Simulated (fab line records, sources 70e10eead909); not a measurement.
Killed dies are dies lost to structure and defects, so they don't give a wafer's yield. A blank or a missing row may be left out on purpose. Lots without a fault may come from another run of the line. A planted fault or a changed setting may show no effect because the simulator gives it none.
Which tool did it? | flow nand_harc | 13 lots, 39 wafers sampled, at 4 steps of a route of 1159

WHAT THE GAUGES READ, wafer by wafer
NHARC_A_SGD_CUT_OVL_MEAS_10. Usual: overlay_x_nm -0.1 nm, standard deviation 0.75; overlay_y_nm -0.2 nm, standard deviation 0.99.
lot  | measured     | on         | overlay_x_nm (nm) | overlay_y_nm (nm) | flag
L473 | day 13 22:56 | overlay-02 | 0.3 0.6 1.4       | -1.2 -0.6 -0.2    |
L475 | day 14 04:08 | overlay-02 | -0.3 -0.5 -0.2    | -0.1 0.1 0.1      |
L474 | day 14 08:41 | overlay-02 | -0.5 -0.1 -0.2    | 1.0 0.7 0.9       |
L477 | day 14 08:59 | overlay-01 | 0.5 0.6 1.1       | 1.0 0.4 1.3       |
L478 | day 15 15:13 | overlay-01 | -0.3 -0.3 -0.5    | 0.8 1.1 0.9       |
L481 | day 16 02:16 | overlay-01 | 1.4 1.1 1.6       | -1.7 -1.0 -1.5    |
L482 | day 16 03:41 | overlay-01 | 0.1 0.7 1.0       | -0.2 -0.7 0.1     |
L480 | day 16 04:11 | overlay-01 | -0.3 0.0 -0.3     | -0.8 -0.4 -0.6    |
L484 | day 17 01:43 | overlay-01 | -0.5 -0.1 -0.1    | -1.0 -1.8 -1.3    |
L487 | day 17 02:43 | overlay-02 | -0.6 -0.6 -1.4    | -0.1 -0.8 -0.7    |
L486 | day 17 13:33 | overlay-02 | -0.2 0.3 -0.2     | 0.7 0.5 0.3       |
L491 | day 19 04:49 | overlay-01 | -1.1 -1.1 -0.7    | 0.9 0.8 1.2       |
L495 | day 20 02:43 | overlay-02 | -1.0 -1.1 -0.7    | -1.7 -1.3 -1.4    |

NHARC_END_SORT_01. Usual: killed_at_array 27, standard deviation 10; killed_at_other 0.6, standard deviation 0.96; killed_at_periphery 3.4, standard deviation 2.7; killed_dies 31, standard deviation 10; killed_open 2.9, standard deviation 1.8; killed_short 1.8, standard deviation 1.4.
lot  | measured     | on        | killed_at_array | killed_at_other | killed_at_periphery | killed_dies | killed_open | killed_short | flag
L481 | day 21 22:05 | prober-02 | 45 42           | 0 1             | 1 3                 | 46 46       | 6 2         | 1 1          |
L482 | day 21 12:47 | prober-02 | 15 18 15        | 2 0 2           | 2 2 0               | 19 20 17    | 2 1 1       | 3 2 0        |
L480 | day 21 14:24 | prober-01 | 14              | 0               | 12                  | 26          | 1           | 5            | OFF
L484 | day 22 05:33 | prober-01 | 21              | 3               | 2                   | 26          | 3           | 2            |
L487 | day 22 06:22 | prober-02 | 35 34           | 0 0             | 1 1                 | 36 35       | 3 2         | 0 0          |
L486 | day 23 03:23 | prober-01 | 35 26 18        | 2 0 1           | 2 4 3               | 39 30 22    | 3 5 3       | 1 1 1        |
L491 | day 24 20:59 | prober-02 | 673 28 37       | 0 0 1           | 4 0 2               | 677 28 40   | 4 1 1       | 2 0 4        | OFF

WHICH TOOL RAN EACH LOT (tool, then ch and the chambers of the sampled wafers, then the start)
lot  | NHARC_A_SGD_CUT_DESCUM_14          | NHARC_A_SGD_CUT_ETCH_16
L473 | rie_diel-09 ch 1,2,3, day 13 23:04 | rie_diel-09 ch 2,3, day 14 00:07
L475 | rie_diel-04 ch 0,2,3, day 14 04:15 | rie_diel-04 ch 0,1,3, day 14 04:49
L474 | rie_diel-06 ch 0,2, day 14 08:47   | rie_diel-06 ch 1,2, day 14 09:21
L477 | rie_diel-04 ch 0,2,3, day 14 09:05 | rie_diel-04 ch 1,2, day 14 09:50
L478 | rie_diel-06 ch 1,2,3, day 15 15:19 | rie_diel-06 ch 1,2,3, day 15 15:56
L481 | rie_diel-06 ch 0,1,3, day 16 02:22 | rie_diel-06 ch 0,1,2, day 16 02:56
L482 | rie_diel-09 ch 0,1,2, day 16 03:48 | rie_diel-09 ch 0,1, day 16 04:22
L480 | rie_diel-06 ch 0,1, day 16 04:17   | rie_diel-06 ch 1,3, day 16 04:52
L484 | rie_diel-04 ch 1,2,3, day 17 01:50 | rie_diel-04 ch 0,1,2, day 17 02:25
L487 | rie_diel-06 ch 0,2, day 17 02:48   | rie_diel-06 ch 1,2,3, day 17 03:23
L486 | rie_diel-04 ch 1,2, day 17 13:39   | rie_diel-04 ch 0,3, day 17 14:13
L491 | rie_diel-04 ch 0,1,2, day 19 04:55 | rie_diel-04 ch 0,2, day 19 05:29
L495 | rie_diel-06 ch 0,1,3, day 20 02:49 | rie_diel-06 ch 0,1,2, day 20 03:23
- NHARC_A_SGD_CUT_DESCUM_14: chemistry O2, time 3 s.
- NHARC_A_SGD_CUT_ETCH_16: etches the open film in C4F8/O2/Ar, target depth 310.5 nm, time 155.2 s.

WHAT THE TOOLS THEMSELVES READ (means of the sampled wafers that have a number; where no wafer has one, the mark that the record gives instead)
NHARC_A_SGD_CUT_DESCUM_14. Usual: drypump_motor_current_A 5.7 A, standard deviation 0.4; oes_product_au 1.000 a.u., standard deviation 0.013; rf_vpp_V 57.7 V, standard deviation 0.95; showerhead_plenum_p_Torr 1.90 Torr, standard deviation 0.098; throttle_valve_pct 11.311 %, standard deviation 0.0093.
lot  | tool        | drypump_motor_current_A (A) | oes_product_au (a.u.) | rf_vpp_V (V) | showerhead_plenum_p_Torr (Torr) | throttle_valve_pct (%) | flag
L473 | rie_diel-09 | 5.9                         | 1.004                 | 58.4         | 1.90                            | 11.314                 |
L475 | rie_diel-04 | 5.8                         | 0.992                 | 58.3         | 1.91                            | 11.313                 |
L474 | rie_diel-06 | 5.5                         | 1.001                 | 56.8         | 1.80                            | 11.308                 |
L477 | rie_diel-04 | 5.8                         | 1.001                 | 58.3         | 1.91                            | 11.307                 |
L478 | rie_diel-06 | 5.8                         | 1.006                 | 57.2         | 1.92                            | 11.322                 |
L481 | rie_diel-06 | 5.3                         | 1.001                 | 58.5         | 1.92                            | 11.307                 |
L482 | rie_diel-09 | 5.8                         | 1.000                 | 57.9         | 1.96                            | 11.311                 |
L480 | rie_diel-06 | 5.2                         | 0.997                 | 56.8         | 1.85                            | 11.310                 |
L484 | rie_diel-04 | 5.8                         | 1.005                 | 57.3         | 1.89                            | 11.308                 |
L487 | rie_diel-06 | 6.0                         | 1.009                 | 57.6         | 1.79                            | 11.311                 |
L486 | rie_diel-04 | 5.8                         | 1.008                 | 57.8         | 1.90                            | 11.304                 |
L491 | rie_diel-04 | 5.8                         | 1.012                 | 58.2         | 1.92                            | 11.315                 |
L495 | rie_diel-06 | 5.3                         | 0.999                 | 57.9         | 1.92                            | 11.310                 |

NHARC_A_SGD_CUT_ETCH_16. Usual: oes_product_au 0.975 a.u., standard deviation 0.021; rf_vpp_V 722 V, standard deviation 4.9; run_length_s 176.73 s, standard deviation 0.27.
lot  | tool        | oes_product_au (a.u.) | rf_vpp_V (V) | run_length_s (s) | flag
L473 | rie_diel-09 | 0.925                 | 720          | 176.59           |
L475 | rie_diel-04 | 0.985                 | 719          | 176.87           |
L474 | rie_diel-06 | 0.982                 | 723          | 176.62           |
L477 | rie_diel-04 | 0.995                 | 723          | 176.74           |
L478 | rie_diel-06 | 0.976                 | 723          | 176.61           |
L481 | rie_diel-06 | 0.981                 | 720          | 176.65           |
L482 | rie_diel-09 | 0.935                 | 727          | 176.79           |
L480 | rie_diel-06 | 0.971                 | 725          | 176.66           |
L484 | rie_diel-04 | 0.986                 | 724          | 176.81           |
L487 | rie_diel-06 | 0.976                 | 722          | 176.74           |
L486 | rie_diel-04 | 0.958                 | 721          | 176.76           |
L491 | rie_diel-04 | 0.974                 | 727          | 140.45           | OFF
L495 | rie_diel-06 | 0.984                 | 719          | 176.54           |

THE ANSWER, worked out from the rows above alone
Rule: a lot is off if the mean of its wafers that have a number lies more than 3 standard deviations from the usual mean. A lot without any number at a reading at which 4 lots or more have one is off too. The other lots that the step has rows for count as sound. The gauges are gone through in route order, then the tools' own readings, and for those a lot's mean is taken as printed above. The first step at which some lot is off is used, and at that step the reading that is off furthest; a lot without a number counts as furthest.
Off: L491, at NHARC_END_SORT_01 (killed_at_array). Neither off nor sound, because the step has no rows for them: L473, L475, L474, L477, L478, L495.
A tool fits if, at a process step before that reading, it ran every lot that is off, and no sound lot after the first of them. The gauges at NHARC_END_SORT_01 aren't tried: what is off there is off at NHARC_A_SGD_CUT_ETCH_16 too, on other tools, and a gauge's error can't cause that. One fits: rie_diel-04 at NHARC_A_SGD_CUT_DESCUM_14 and NHARC_A_SGD_CUT_ETCH_16. At NHARC_A_SGD_CUT_DESCUM_14 its last sound lot is L486 (day 17 13:39), its first lot that is off L491 (day 19 04:55): a fault that began between those two fits.

WHAT THE SIMULATOR HAD PUT IN
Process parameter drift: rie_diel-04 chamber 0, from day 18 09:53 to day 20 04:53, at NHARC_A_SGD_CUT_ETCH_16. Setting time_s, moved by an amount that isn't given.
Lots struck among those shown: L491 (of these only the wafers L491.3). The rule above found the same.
